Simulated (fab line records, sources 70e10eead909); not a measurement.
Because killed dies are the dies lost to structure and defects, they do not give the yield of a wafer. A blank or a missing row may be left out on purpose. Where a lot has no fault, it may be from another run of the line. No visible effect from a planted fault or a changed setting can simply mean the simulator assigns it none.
Matching of chambers ; flow nand_harc ; NHARC_A_STAIRCASE_ALD_415 on ald_hk-01: 4 sister chambers
The step deposits SiO2, target thk 30 nm, pulse time 6 s, ald cycles 300. 22 wafers are shown with their chamber, then 11 later ones without.

EACH WAFER AND ITS CHAMBER
wafer;chamber;heater_power_w (W);precursor_pulse_height_rel
L074.3;1;552;0.941
L074.4;0;352;1.014
L074.5;1;544;0.997
L076.2;2;397;0.993
L076.3;1;544;1.005
L076.6;3;466;0.997
L077.1;2;399;1.003
L077.4;0;361;0.999
L077.5;2;403;0.975
L082.1;3;477;1.006
L082.2;2;403;0.970
L082.6;1;549;0.971
L083.3;0;357;1.010
L083.4;1;557;1.008
L083.5;2;390;1.009
L086.2;1;556;0.993
L086.3;3;469;0.987
L086.5;3;476;0.965
L088.1;3;472;0.990
L088.3;0;353;0.986
L088.6;0;350;1.016
L087.2;1;542;0.973

SIGNATURES (averages over the wafers above)
reading;chamber 0;chamber 1;chamber 2;chamber 3;scatter within a chamber
heater_power_w;354.60;549.14;398.40;472.00;5.27
precursor_pulse_height_rel;1.00500;0.98400;0.99000;0.98900;0.0185
Rule: for each reading, subtract the chamber's mean from the wafer's reading, divide by that reading's scatter and square the result; add these up over the readings and take the root, which gives the wafer's distance from the chamber. If the next closest chamber is less than 2 further off than the closest, the wafer can't be placed; otherwise it belongs to the closest. How the scatter is found: for the shown wafers, subtract from each reading the mean of its chamber, square and add these, divide the total by (wafers less chambers), then take the root.

WAFERS WITHOUT THEIR CHAMBER
wafer;heater_power_w (W);precursor_pulse_height_rel
L087.4;477;0.970
L087.5;393;1.023
L092.3;544;0.986
L092.5;386;1.035
L092.6;478;1.006
L097.1;402;1.010
L097.2;552;1.009
L097.6;480;0.986
L096.2;392;1.019
L096.4;561;0.992
L096.5;478;1.000

EACH ONE'S CHAMBER
wafer;from the rows above;in truth
L087.4;3;3
L087.5;2;2
L092.3;1;1
L092.5;2;2
L092.6;3;3
L097.1;2;2
L097.2;1;1
L097.6;3;3
L096.2;2;2
L096.4;1;1
L096.5;3;3
Placed correctly: 11 of 11. From these rows, 0 cannot be placed. Number placed wrongly: 0.
